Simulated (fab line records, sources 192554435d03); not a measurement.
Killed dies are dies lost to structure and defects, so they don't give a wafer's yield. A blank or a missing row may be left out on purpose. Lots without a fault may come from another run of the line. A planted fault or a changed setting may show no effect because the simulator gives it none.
Chamber matching | flow n5_finfet | N5_BEOL_M2_ETCH_70 on rie_diel-02: 4 sister chambers
The step etches SOC in N2/H2, target depth 80 nm, overetch 24 nm, time 130 s. 4 wafers are shown with their chamber, then 8 later ones without.

WAFERS WITH THEIR CHAMBER
wafer  | chamber | showerhead_plenum_p_Torr (Torr)
L935.1 | 0       | 2.53
L935.3 | 1       | 2.67
L935.5 | 2       | 2.56
L943.1 | 3       | 2.49

WAFERS WITHOUT THEIR CHAMBER
wafer  | showerhead_plenum_p_Torr (Torr)
L943.4 | 2.55
L943.6 | 2.52
L945.2 | 2.55
L945.4 | 2.49
L945.6 | 2.55
L946.1 | 2.65
L946.5 | 2.49
L946.6 | 2.65

WHICH CHAMBER EACH WENT THROUGH
wafer  | from the rows above     | in truth
L943.4 | can't be placed: 2 or 0 | 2
L943.6 | can't be placed: 0 or 3 | 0
L945.2 | can't be placed: 2 or 0 | 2
L945.4 | 3                       | 3
L945.6 | can't be placed: 2 or 0 | 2
L946.1 | 1                       | 1
L946.5 | 3                       | 3
L946.6 | 1                       | 1
Placed correctly: 4 of 8. Can't be placed from these rows: 4 (the true chamber is among the candidates in 4). Placed wrongly: 0.
How it was worked out, from the rows above alone: a wafer's distance from a chamber is the root of the sum, over the readings, of the square of ((its reading less the chamber's mean) divided by the reading's scatter). The wafer belongs to the nearest chamber; if the next one is less than 2 further off, it can't be placed. A chamber's mean is the mean of its shown wafers. The scatter: with one shown wafer a chamber, the root of the mean of the squares of how far each hidden wafer lies from its nearest shown one.
